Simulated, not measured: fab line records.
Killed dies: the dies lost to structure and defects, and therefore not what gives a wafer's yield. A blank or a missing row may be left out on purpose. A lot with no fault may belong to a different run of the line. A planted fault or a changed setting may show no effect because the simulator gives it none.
fab line records ; flow nand_harc
record lots=7; wafers=21; last_day=24
route steps=1159 shown A_STAIRCASE@693 END@1159
lots untouched by any fault: they come from a run of this same line in which no faults occurred
start_h: the number of hours between the record's first day and the start of the first shown wafer of the lot ; wait_h: hours elapsed since this lot's preceding step ; " the same as in the row above ; L1.1+2: a single row standing in for several wafers ; - value missing, or start not given ; * or withheld: withheld ; < > ~ a bound
route shown NAME@n: names a module that has steps shown in the file, with the first one's number in the route ; usual: mean/standard deviation taken from wafers without a fault ; same: alike in all rows ; chamber/n: place in a boat ; sites: per-site readings ; _std_site: how widely they spread, as a standard deviation ; _edge_site: mean of outer sites minus mean of inner sites ; radius_mm: how far each site lies from the wafer's centre ; mask NAME#n: copy n ; behind: the most recent tool/chamber to have shaped the wafer ; hold: cause of the lot's hold/its duration in hours/its outcome ; device: transistor that didn't switch, given as n, p or np ; end of line: the tests these same wafers got at the end of their route ; for a step that has no rows: nothing shown but its recipe ; killed: at the first sort, the dies lost to defects and structure; wafer yield is something else ; map: a wafer's dies, x killed, . not, _ none there
set.NAME: setting as actually run; set.NAME@STEP: the setting as run at that earlier step ; model.NAME: the simulator's own value behind a step, which no gauge read
a table for each step, a row for each wafer; lots at some steps of the route
services: when a tool's chamber went out of use (start_h, in hours from the record's first day, below 0 if earlier), for how many hours, and the reason
## steps
# step NHARC_A_STAIRCASE_STRIP_316
# recipe o2_flow_sccm=500; ar_flow_sccm=0; bias_w=0; chemistry=O2
# usual drypump_motor_current_A=5.9/0.48; oes_product_au=0.999/0.0093; rf_vpp_V=57.6/0.84; showerhead_plenum_p_Torr=3.45/0.098; throttle_valve_pct=17.035/0.0086
lot.wafer;tool;chamber;start_h;wait_h;drypump_motor_current_A;oes_product_au;rf_hours_counter_h;rf_vpp_V;showerhead_plenum_p_Torr;throttle_valve_pct
L599.2;rie_diel-09;1;-;-;6.2;1.002;0;58.0;3.40;17.046
L599.4;rie_diel-09;3;-;-;6.6;1.014;0;57.2;3.34;17.034
L599.3;rie_diel-09;0;-;-;5.7;0.996;0;58.5;3.56;17.036
L600.3;rie_diel-09;0;-;-;5.6;0.996;2;57.3;3.56;17.036
L600.1;rie_diel-09;2;-;-;6.5;0.984;2;57.5;3.35;17.040
L600.5;rie_diel-09;3;-;-;6.6;1.007;-;55.7;3.34;17.060
L601.4;rie_diel-09;2;-;-;6.5;0.986;2;56.9;3.35;17.036
L601.1;rie_diel-09;3;-;-;6.6;1.010;2;57.5;3.34;17.042
L601.6;rie_diel-09;3;-;-;6.6;1.006;-;57.6;3.34;17.031
L602.2;rie_diel-13;2;-;-;5.8;1.019;61;56.8;3.36;17.033
L602.3;rie_diel-13;1;-;-;6.6;1.013;55;58.3;3.49;17.027
L602.4;rie_diel-13;0;-;-;5.7;1.015;-;57.5;3.53;17.044
L609.3;rie_diel-10;0;-;-;5.7;1.004;50;57.7;3.39;17.038
L609.4;rie_diel-10;1;-;-;5.4;1.004;58;58.9;3.68;17.039
L609.2;rie_diel-10;3;-;-;5.8;1.005;61;57.2;3.48;17.033
L614.2;rie_diel-10;0;-;-;5.7;0.997;54;56.0;3.39;17.043
L614.4;rie_diel-10;2;-;-;5.0;0.999;64;56.4;3.39;17.021
L614.5;rie_diel-10;0;-;-;5.8;0.997;-;56.5;3.39;17.052
L621.2;rie_diel-13;0;-;-;5.7;1.000;47;55.9;3.51;17.031
L621.4;rie_diel-13;2;-;-;5.9;1.002;44;56.6;3.34;17.027
L621.6;rie_diel-13;0;-;-;5.7;0.991;-;57.5;3.51;17.040
# step NHARC_A_STAIRCASE_STRIP_317
# recipe time_s=900; temp_c=130; chemistry=SPM
# step NHARC_A_STAIRCASE_PRECLEAN_318
# recipe time_s=*; temp_c=50; bath_age_min=0; chemistry=SC1
# step NHARC_A_STAIRCASE_SRD_329
# step NHARC_A_STAIRCASE_ALD_415
# recipe target_thk_a=300; pulse_time_s=6; ald_cycles=300; temp_c=300; material=SiO2
# usual heater_power_outer_w=274/45; heater_power_w=495/65; precursor_pulse_height_rel=0.996/0.02
# same ald_cycles=300
lot.wafer;tool;chamber;start_h;wait_h;heater_power_outer_w;heater_power_w;precursor_pulse_height_rel
L599.4;ald_hk-01;2;267.85;0.1;288;523;1.004
L599.2;ald_hk-01;3;267.85;0.1;348;580;0.996
L599.3;ald_hk-01;0;267.85;0.1;218;401;1.001
L600.1;ald_hk-02;1;274.19;0.1;296;543;0.973
L600.3;ald_hk-02;3;274.19;0.1;333;560;1.002
L600.5;ald_hk-02;1;274.19;0.1;293;548;1.008
L601.4;ald_hk-01;3;275.99;0.3;354;602;0.982
L601.1;ald_hk-01;0;275.99;0.3;216;419;0.995
L601.6;ald_hk-01;3;275.99;0.3;345;593;0.982
L602.3;ald_hk-04;1;276.44;0.1;274;485;1.000
L602.4;ald_hk-04;3;276.44;0.1;289;523;0.985
L602.2;ald_hk-04;0;276.44;0.1;242;428;0.981
L609.2;ald_hk-01;2;342.39;0.1;282;508;0.982
L609.3;ald_hk-01;0;342.39;0.1;214;410;1.036
L609.4;ald_hk-01;1;342.39;0.1;226;432;0.993
L614.4;ald_hk-01;1;352.38;0.3;223;447;1.008
L614.2;ald_hk-01;2;352.38;0.3;291;515;0.989
L614.5;ald_hk-01;0;352.38;0.3;219;416;1.022
L621.4;ald_hk-01;0;405.36;0.1;218;418;1.014
L621.2;ald_hk-01;1;405.36;0.1;229;442;0.975
L621.6;ald_hk-01;1;405.36;0.1;222;437;1.000
# step NHARC_A_STAIRCASE_ETCHBACK_416
# recipe target_depth_a=360; time_s=7.2; c4f8_flow_sccm=withheld; o2_flow_sccm=8; ar_flow_sccm=withheld; rf_w=600; bias_w=800; chemistry=C4F8/O2/Ar
# usual oes_product_au=0.95/0.034; rf_vpp_V=720.7/3
lot.wafer;tool;chamber;start_h;wait_h;oes_product_au;rf_hours_counter_h;rf_vpp_V
L599.3;rie_diel-13;1;-;-;0.92;54;721.9
L599.4;rie_diel-13;2;-;-;0.94;60;718.6
L599.2;rie_diel-13;3;-;-;0.93;59;720.8
L600.1;rie_diel-10;0;-;-;0.92;24;719.7
L600.3;rie_diel-10;1;-;-;0.91;32;729.3
L600.5;rie_diel-10;3;-;-;0.92;-;721.2
L601.4;rie_diel-10;3;-;-;0.92;35;723.1
L601.1;rie_diel-10;0;-;-;0.92;25;719.4
L601.6;rie_diel-10;3;-;-;0.92;-;720.9
L602.2;rie_diel-09;0;-;-;0.92;3;723.7
L602.3;rie_diel-09;1;-;-;0.93;4;718.5
L602.4;rie_diel-09;2;-;-;0.92;3;717.5
L609.2;rie_diel-13;0;-;-;0.93;21;723.4
L609.3;rie_diel-13;2;-;-;0.92;21;718.7
L609.4;rie_diel-13;2;-;-;0.92;-;717.1
L614.4;rie_diel-13;0;-;-;1.00;27;722.3
L614.2;rie_diel-13;1;-;-;1.00;25;721.4
L614.5;rie_diel-13;3;-;-;1.01;-;720.4
L621.2;rie_diel-10;3;-;-;1.01;16;720.7
L621.4;rie_diel-10;1;-;-;0.93;16;727.9
L621.6;rie_diel-10;3;-;-;1.00;-;722.0
# step NHARC_A_STAIRCASE_STRIP_476
# recipe time_s=20; o2_flow_sccm=500; ar_flow_sccm=0; bias_w=0; chemistry=O2
# usual drypump_motor_current_A=5.9/0.47; oes_product_au=0.999/0.0088; rf_vpp_V=57.7/0.84; showerhead_plenum_p_Torr=3.45/0.095; throttle_valve_pct=17.036/0.0093
lot.wafer;tool;chamber;start_h;wait_h;drypump_motor_current_A;oes_product_au;rf_hours_counter_h;rf_vpp_V;showerhead_plenum_p_Torr;throttle_valve_pct
L599.4;rie_diel-13;2;270.02;0.1;5.9;1.012;60;57.8;3.36;17.030
L599.2;rie_diel-13;3;270.02;0.1;6.2;0.991;59;55.8;3.47;17.026
L599.3;rie_diel-13;0;270.02;0.1;5.7;1.017;57;58.0;3.53;17.042
L600.1;rie_diel-10;2;276.39;0.1;5.0;0.988;34;57.9;3.41;17.048
L600.3;rie_diel-10;1;276.39;0.1;5.3;0.998;32;57.6;3.69;17.053
L600.5;rie_diel-10;2;276.39;0.1;5.0;0.983;-;56.8;3.41;17.025
L601.1;rie_diel-10;1;277.92;0.1;5.4;0.991;33;57.6;3.69;17.023
L601.4;rie_diel-10;2;277.92;0.1;5.0;0.988;34;58.0;3.41;17.049
L601.6;rie_diel-10;1;277.92;0.1;5.4;0.992;-;58.7;3.69;17.041
L602.4;rie_diel-09;0;278.61;0.1;5.7;0.992;3;57.6;3.56;17.047
L602.2;rie_diel-09;1;278.61;0.1;6.2;1.000;4;57.6;3.40;17.020
L602.3;rie_diel-09;2;278.61;0.1;6.5;0.980;3;56.3;3.35;17.061
L609.3;rie_diel-13;0;345.21;0.6;5.7;0.999;21;58.3;3.52;17.035
L609.2;rie_diel-13;1;345.21;0.6;6.7;1.006;20;57.0;3.47;17.041
L609.4;rie_diel-13;2;345.21;0.6;5.8;1.002;-;56.6;3.35;17.040
L614.2;rie_diel-13;2;354.38;0.1;5.9;1.003;27;58.9;3.35;17.034
L614.4;rie_diel-13;3;354.38;0.1;6.2;0.996;26;57.7;3.46;17.035
L614.5;rie_diel-13;2;354.38;0.1;5.9;1.001;-;57.6;3.35;17.029
L621.2;rie_diel-10;1;407.69;0.1;5.4;0.994;16;57.9;3.67;17.045
L621.4;rie_diel-10;3;407.69;0.1;5.8;1.000;16;57.1;3.47;17.045
L621.6;rie_diel-10;1;407.69;0.1;5.4;0.994;-;57.4;3.67;17.032
# step NHARC_A_STAIRCASE_DEP_417
# recipe target_thk_a=600; step_coverage_pct=20; temp_c=400; target_thk_nm=60; flow_sccm=200; rf_w=450; material=Si3N4
# usual heater_power_w=740/83
lot.wafer;tool;chamber;start_h;wait_h;heater_power_w
L599.3;pecvd-02;2;270.67;-;797
L599.2;pecvd-02;0;270.67;-;726
L599.4;pecvd-02;1;270.67;-;885
L600.1;pecvd-04;2;276.53;-;603
L600.3;pecvd-04;0;276.53;-;688
L600.5;pecvd-04;2;276.53;-;615
L601.1;pecvd-02;1;278.11;-;899
L601.4;pecvd-02;2;278.11;-;657
L601.6;pecvd-02;1;278.11;-;961
L602.3;pecvd-02;0;278.70;-;762
L602.2;pecvd-02;2;278.70;-;728
L602.4;pecvd-02;2;278.70;-;728
L609.2;pecvd-04;0;345.31;-;771
L609.3;pecvd-04;2;345.31;-;655
L609.4;pecvd-04;0;345.31;-;760
L614.2;pecvd-04;1;354.56;-;634
L614.5;pecvd-04;2;354.56;-;679
L614.4;pecvd-04;1;354.56;-;649
L621.2;pecvd-01;1;407.87;-;798
L621.6;pecvd-01;0;407.87;-;833
L621.4;pecvd-01;1;407.87;-;782
# step NHARC_A_STAIRCASE_WET_418
# recipe temp_c=160; target_depth_a=200; chemistry=H3PO4
# step NHARC_A_STAIRCASE_PRECLEAN_419
# recipe time_s=*; temp_c=50; bath_age_min=0; chemistry=SC1
# step NHARC_A_STAIRCASE_SRD_421
# step NHARC_A_STAIRCASE_ALD_420
# recipe target_thk_a=200; pulse_time_s=6; ald_cycles=200; temp_c=300; material=SiO2
# usual ald_cycles=200/0; heater_power_outer_w=272/37; heater_power_w=490/54; precursor_pulse_height_rel=1.000/0.018
lot.wafer;tool;chamber;start_h;wait_h;ald_cycles;heater_power_outer_w;heater_power_w;precursor_pulse_height_rel
L599.4;ald_hk-04;2;275.50;-;200;289;508;0.986
L599.2;ald_hk-04;3;275.50;-;200;290;544;1.005
L599.3;ald_hk-04;1;275.50;-;200;278;477;1.008
L600.1;ald_hk-01;0;280.72;-;-;-;-;-
L600.3;ald_hk-01;1;280.72;-;-;-;-;-
L600.5;ald_hk-01;0;280.72;-;-;-;-;-
L601.1;ald_hk-04;0;280.87;-;-;-;-;-
L601.4;ald_hk-04;2;280.87;-;-;-;-;-
L601.6;ald_hk-04;0;280.87;-;-;-;-;-
L602.2;ald_hk-04;2;281.66;-;-;-;-;-
L602.4;ald_hk-04;3;281.66;-;-;-;-;-
L602.3;ald_hk-04;0;281.66;-;-;-;-;-
L609.3;ald_hk-04;3;350.61;-;200;286;523;1.020
L609.2;ald_hk-04;0;350.61;-;200;238;432;1.023
L609.4;ald_hk-04;1;350.61;-;200;274;474;1.008
L614.2;ald_hk-01;1;364.71;-;200;226;439;1.018
L614.4;ald_hk-01;2;364.71;-;200;288;517;1.002
L614.5;ald_hk-01;2;364.71;-;200;284;515;0.978
L621.2;ald_hk-02;1;411.88;-;200;304;544;1.002
L621.4;ald_hk-02;3;411.88;-;200;316;534;1.008
L621.6;ald_hk-02;0;411.88;-;200;211;415;1.005
# step NHARC_A_STAIRCASE_CVD_552
# recipe target_thk_a=400; temp_c=700; pressure_mtorr=300; material=SiNx
# step NHARC_END_SORT_01
# recipe temp_c=25
# usual killed_at_array=27/8; killed_at_other=0.8/1.2; killed_at_periphery=3.3/2.3; killed_dies=31/8.8; killed_open=3.2/2.1; killed_short=2.1/1.4
# same gross_dies=677
lot.wafer;tool;chamber;start_h;wait_h;killed_at_array;killed_at_other;killed_at_periphery;killed_dies;killed_open;killed_short
L602.2;prober-02;0;454.53;2.8;675;0;2;677;3;0
L602.3;prober-02;0;455.33;3.1;675;0;2;677;1;3
L602.4;prober-02;0;456.12;3.4;677;0;0;677;2;2
L601.1;prober-01;0;461.49;2.5;672;1;4;677;2;2
L601.4;prober-01;0;463.91;3.4;675;0;2;677;1;1
L601.6;prober-01;0;465.53;4.0;674;0;3;677;4;1
L600.1;prober-01;0;469.32;2.5;675;0;2;677;3;0
L600.3;prober-01;0;470.93;3.1;676;0;1;677;1;1
L600.5;prober-01;0;472.55;3.7;672;1;4;677;5;2
# killed by level:class
L602.2 A_STAIRCASE:area_ald=661 A_CHANNEL_HOLE_D1:chamber_film_flake=10 P_M0:geometric_particle:open=1 P_M1:geometric_particle:open=1 A_CONTACT:geometric_particle:open=1 A_STAIRCASE:chamber_film_flake=1 A_SLIT:chamber_film_flake=1 A_CONTACT:chamber_film_flake=1
L602.3 A_STAIRCASE:area_ald=647 A_CHANNEL_HOLE_D1:chamber_film_flake=12 A_STAIRCASE:chamber_film_flake=6 A_SLIT:chamber_film_flake=3 A_CONTACT:chamber_film_flake=3 A_WL_FILL:geometric_particle:short=2 P_M0:geometric_particle:short=1 A_CHANNEL_FILL_D1:geometric_particle:open=1
L602.4 A_STAIRCASE:area_ald=655 A_CHANNEL_HOLE_D1:chamber_film_flake=10 A_STAIRCASE:chamber_film_flake=5 A_ONON_D1:geometric_particle:short=2 A_CONTACT:chamber_film_flake=2 A_ONON_D1:geometric_particle:open=1 A_CONTACT:geometric_particle:open=1 A_SLIT:chamber_film_flake=1
L601.1 A_STAIRCASE:area_ald=664 A_STAIRCASE:chamber_film_flake=4 P_STI:chamber_film_flake=2 P_CONTACT:geometric_particle:short=1 P_M0:geometric_particle:open=1 A_SGD_CUT:geometric_particle:short=1 A_WL_FILL:geometric_particle:open=1 A_SLIT:chamber_film_flake=1
L601.4 A_STAIRCASE:area_ald=654 A_SLIT:chamber_film_flake=8 A_STAIRCASE:chamber_film_flake=5 P_STI:chamber_film_flake=2 A_CHANNEL_HOLE_D1:chamber_film_flake=2 A_CONTACT:chamber_film_flake=2 A_WL_FILL:geometric_particle:short=1 A_M0:geometric_particle:open=1
L601.6 A_STAIRCASE:area_ald=650 A_SLIT:chamber_film_flake=10 A_STAIRCASE:chamber_film_flake=6 A_CONTACT:chamber_film_flake=2 A_CHANNEL_FILL_D1:geometric_particle:open=1 A_STAIRCASE:geometric_particle:short=1 A_SGD_CUT:geometric_particle:open=1 A_CONTACT:geometric_particle:open=1
L600.1 A_STAIRCASE:area_ald=659 A_CHANNEL_HOLE_D1:chamber_film_flake=9 A_STAIRCASE:chamber_film_flake=4 P_CONTACT:geometric_particle:open=1 A_CONTACT:geometric_particle:open=1 A_M1:geometric_particle:open=1 P_ZERO_WELL:chamber_film_flake=1 A_CONTACT:chamber_film_flake=1
L600.3 A_STAIRCASE:area_ald=648 A_CHANNEL_HOLE_D1:chamber_film_flake=13 A_STAIRCASE:chamber_film_flake=6 A_SLIT:chamber_film_flake=3 A_CONTACT:chamber_film_flake=3 A_SGD_CUT:geometric_particle:short=1 A_CONTACT:geometric_particle:open=1 P_ZERO_WELL:chamber_film_flake=1
L600.5 A_STAIRCASE:area_ald=649 A_CHANNEL_HOLE_D1:chamber_film_flake=9 A_CONTACT:chamber_film_flake=4 A_M1:geometric_particle:open=3 A_STAIRCASE:chamber_film_flake=2 P_M1:geometric_particle:short=1 A_WL_FILL:geometric_particle:short=1 A_CONTACT:geometric_particle:open=1
# map L600.1 (x killed, . not)
____________x____________
_________xxxxxxx_________
_______xxxxxxxxxxx_______
______xxxxxxxxxxxxx______
_____xxxxxxxxxxxxxxx_____
____xxxxxxxxxxxxxxxxx____
____xxxxxxxxxxxxxxxxx____
___xxxxxxxxxxxxxxxxxxx___
___xxxxxxxxxxxxxxxxxxx___
__xxxxxxxxxxxxxxxxxxxxx__
__xxxxxxxxxxxxxxxxxxxxx__
_xxxxxxxxxxxxxxxxxxxxxxx_
_xxxxxxxxxxxxxxxxxxxxxxx_
_xxxxxxxxxxxxxxxxxxxxxxx_
_xxxxxxxxxxxxxxxxxxxxxxx_
_xxxxxxxxxxxxxxxxxxxxxxx_
xxxxxxxxxxxxxxxxxxxxxxxxx
xxxxxxxxxxxxxxxxxxxxxxxxx
xxxxxxxxxxxxxxxxxxxxxxxxx
xxxxxxxxxxxxxxxxxxxxxxxxx
xxxxxxxxxxxxxxxxxxxxxxxxx
_xxxxxxxxxxxxxxxxxxxxxxx_
_xxxxxxxxxxxxxxxxxxxxxxx_
_xxxxxxxxxxxxxxxxxxxxxxx_
_xxxxxxxxxxxxxxxxxxxxxxx_
_xxxxxxxxxxxxxxxxxxxxxxx_
__xxxxxxxxxxxxxxxxxxxxx__
__xxxxxxxxxxxxxxxxxxxxx__
___xxxxxxxxxxxxxxxxxxx___
___xxxxxxxxxxxxxxxxxxx___
____xxxxxxxxxxxxxxxxx____
____xxxxxxxxxxxxxxxxx____
_____xxxxxxxxxxxxxxx_____
______xxxxxxxxxxxxx______
_______xxxxxxxxxxx_______
_________xxxxxxx_________
____________x____________
# map L601.1 (x killed, . not)
____________x____________
_________xxxxxxx_________
_______xxxxxxxxxxx_______
______xxxxxxxxxxxxx______
_____xxxxxxxxxxxxxxx_____
____xxxxxxxxxxxxxxxxx____
____xxxxxxxxxxxxxxxxx____
___xxxxxxxxxxxxxxxxxxx___
___xxxxxxxxxxxxxxxxxxx___
__xxxxxxxxxxxxxxxxxxxxx__
__xxxxxxxxxxxxxxxxxxxxx__
_xxxxxxxxxxxxxxxxxxxxxxx_
_xxxxxxxxxxxxxxxxxxxxxxx_
_xxxxxxxxxxxxxxxxxxxxxxx_
_xxxxxxxxxxxxxxxxxxxxxxx_
_xxxxxxxxxxxxxxxxxxxxxxx_
xxxxxxxxxxxxxxxxxxxxxxxxx
xxxxxxxxxxxxxxxxxxxxxxxxx
xxxxxxxxxxxxxxxxxxxxxxxxx
xxxxxxxxxxxxxxxxxxxxxxxxx
xxxxxxxxxxxxxxxxxxxxxxxxx
_xxxxxxxxxxxxxxxxxxxxxxx_
_xxxxxxxxxxxxxxxxxxxxxxx_
_xxxxxxxxxxxxxxxxxxxxxxx_
_xxxxxxxxxxxxxxxxxxxxxxx_
_xxxxxxxxxxxxxxxxxxxxxxx_
__xxxxxxxxxxxxxxxxxxxxx__
__xxxxxxxxxxxxxxxxxxxxx__
___xxxxxxxxxxxxxxxxxxx___
___xxxxxxxxxxxxxxxxxxx___
____xxxxxxxxxxxxxxxxx____
____xxxxxxxxxxxxxxxxx____
_____xxxxxxxxxxxxxxx_____
______xxxxxxxxxxxxx______
_______xxxxxxxxxxx_______
_________xxxxxxx_________
____________x____________
## services
tool;chamber;start_h;hours;kind
rie_diel-09;-;254.16;9.0;pm
rie_diel-13;0;255.25;-;clean
rie_diel-13;1;255.25;-;clean
rie_diel-13;2;255.25;-;clean
rie_diel-13;3;255.25;-;clean
pecvd-02;-;260.26;0.9;repair
rie_diel-10;0;260.65;-;clean
rie_diel-10;1;260.65;-;clean
rie_diel-10;2;260.65;-;clean
rie_diel-10;3;260.65;-;clean
rie_diel-13;3;272.41;8.6;repair
rie_diel-13;-;276.04;9.0;pm
ald_hk-02;-;286.44;10.0;pm
rie_diel-13;2;305.68;4.4;repair
pecvd-02;-;334.01;13.0;pm
rie_diel-10;-;354.16;9.0;pm
pecvd-01;1;373.65;5.0;repair
rie_diel-13;-;375.21;2.7;repair
pecvd-04;-;376.61;13.0;pm
rie_diel-13;2;381.87;3.8;repair
rie_diel-10;1;387.50;7.1;repair
rie_diel-10;3;401.02;1.2;repair
rie_diel-09;0;401.81;17.0;repair
rie_diel-09;-;403.74;4.5;repair
## key
first_sign step=NHARC_A_STAIRCASE_ALD_420; reading=tool_record; direction=missing
effect step=NHARC_END_SORT_01; reading=killed_at_array; direction=up; sigmas=81; usual=27; struck=675
more_kills_born_at NHARC_A_STAIRCASE_ALD_420@ald_hk-04=3931; NHARC_A_STAIRCASE_ALD_420@ald_hk-01=1956
met_at NHARC_A_STAIRCASE_ALD_420
struck_wafers L600.1,L600.3,L600.5,L601.1,L601.4,L601.6,L602.2,L602.3,L602.4
later_rows_left_out L600.1,L600.3,L600.5,L601.1,L601.4,L601.6,L602.2,L602.3,L602.4
tester_left_out L600,L601,L602
onset_between 275.50 280.72
fault kind=skipped_step_whole; tool=ald_hk-01,ald_hk-04; chamber=-; onset_h=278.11; steps=NHARC_A_STAIRCASE_ALD_420; scope=struck_lots_only
# tester_left_out: of these lots the tester's yield and bins aren't shown, on N5 and GAA mostly nor the transistor test; their killed dies are dies lost to structure and defects alone, not to doping, threshold or leakage, so they don't give the yield
# later_rows_left_out: the simulator's readings of these wafers behind a module that went badly wrong aren't trusted and aren't shown, but for the sort
